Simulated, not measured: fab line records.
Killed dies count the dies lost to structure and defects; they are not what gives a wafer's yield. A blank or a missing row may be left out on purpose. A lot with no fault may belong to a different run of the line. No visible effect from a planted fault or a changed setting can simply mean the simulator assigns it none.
Shared-tool check + flow nandHarc + 2 lots, 3 wafers sampled

== WHAT PROMPTED THE OPENING ==
Flagged at NHARC_END_SORT_01: reading killedAtArray, on 2 of 2 lots. Wafers without a fault read 25, standard deviation 9.2.
Rule: a lot is flagged when every wafer of it that has a number lies more than 4 standard deviations from that mean, or none has a number. The other lots count as sound.

| lot  | measured     | on        | killedAtArray, wafer by wafer | flag    |
|------|--------------|-----------|-------------------------------|---------|
| L421 | day 22 18:51 | prober-02 | 98                            | FLAGGED |
| L424 | day 23 06:04 | prober-02 | 86 80                         | FLAGGED |
The mean of the flagged lots' numbers is 88, +63 from the usual (+7 standard deviations).

== LOT BY LOT: THE TOOL USED ==
Before the reading, the record contains 4 process steps out of a 1159-step route. Read each cell as the tool, then ch plus the chambers that the sampled wafers visited, then the start.
| lot  | flag    | NHARC_A_CONTACT_ETCH_125         | NHARC_A_CONTACT_ETCH_130         | NHARC_A_CONTACT_DESCUM_13     | NHARC_A_CONTACT_ETCH_137         |
|------|---------|----------------------------------|----------------------------------|-------------------------------|----------------------------------|
| L421 | FLAGGED | harCapEtch-03 ch 0, day 19 06:14 | harCapEtch-03 ch 0, day 19 07:10 | rieDiel-04 ch 3, day 19 18:49 | harCapEtch-01 ch 0, day 19 20:19 |
| L424 | FLAGGED | harCapEtch-03 ch 0, day 19 15:35 | harCapEtch-03 ch 0, day 19 16:50 | rieDiel-04 ch 0, day 19 22:20 | harCapEtch-01 ch 1, day 20 00:07 |
What the steps here do:
- NHARC_A_CONTACT_ETCH_125: etches the open film in C4F8/O2/Ar, time 155 s, target depth 956 nm.
- NHARC_A_CONTACT_ETCH_130: etches the open film in C4F8/O2/Ar, time 155 s, target depth 956 nm.
- NHARC_A_CONTACT_DESCUM_13: chemistry O2, time 3 s.
- NHARC_A_CONTACT_ETCH_137: etches the open film in C4F8/O2/Ar, time 132 s, target depth 1287 nm.
- NHARC_END_SORT_01

== FLAGGED OVER TOTAL, TOOL BY TOOL (the gauges that took the reading come last) ==
| step                      | tool          | lots run | flagged | share of the flagged lots | sound lots run after its first flagged lot |
|---------------------------|---------------|----------|---------|---------------------------|--------------------------------------------|
| NHARC_A_CONTACT_ETCH_125  | harCapEtch-03 | 2        | 2       | all                       | 0                                          |
| NHARC_A_CONTACT_ETCH_130  | harCapEtch-03 | 2        | 2       | all                       | 0                                          |
| NHARC_A_CONTACT_DESCUM_13 | rieDiel-04    | 2        | 2       | all                       | 0                                          |
| NHARC_A_CONTACT_ETCH_137  | harCapEtch-01 | 2        | 2       | all                       | 0                                          |
| NHARC_END_SORT_01         | prober-02     | 2        | 2       | all                       | 0                                          |

== WHAT THE TABLE PERMITS ==
5 rows of the table ran every flagged lot: harCapEtch-03 at NHARC_A_CONTACT_ETCH_125, harCapEtch-03 at NHARC_A_CONTACT_ETCH_130, rieDiel-04 at NHARC_A_CONTACT_DESCUM_13, harCapEtch-01 at NHARC_A_CONTACT_ETCH_137, prober-02 at NHARC_END_SORT_01.
- harCapEtch-03 at NHARC_A_CONTACT_ETCH_125: 2 of its 2 lots flagged. The start can't be narrowed down: in this sample, it ran no sound lot prior to its first flagged lot.
- harCapEtch-03 at NHARC_A_CONTACT_ETCH_130: 2 of its 2 lots flagged. The start can't be narrowed down: in this sample, it ran no sound lot prior to its first flagged lot.
- rieDiel-04 at NHARC_A_CONTACT_DESCUM_13: 2 of its 2 lots flagged. The start can't be narrowed down: in this sample, it ran no sound lot prior to its first flagged lot.
- harCapEtch-01 at NHARC_A_CONTACT_ETCH_137: 2 of its 2 lots flagged. The start can't be narrowed down: in this sample, it ran no sound lot prior to its first flagged lot.
- prober-02 at NHARC_END_SORT_01: 2 of its 2 lots flagged. The start can't be narrowed down: in this sample, it ran no sound lot prior to its first flagged lot.
A lot count leaves these 4 tools indistinguishable: every one of them fits a fault beginning at some hour. More lots, or a look at what each step does to the wafer, might.

== WHAT THE SIMULATOR PUT IN ==
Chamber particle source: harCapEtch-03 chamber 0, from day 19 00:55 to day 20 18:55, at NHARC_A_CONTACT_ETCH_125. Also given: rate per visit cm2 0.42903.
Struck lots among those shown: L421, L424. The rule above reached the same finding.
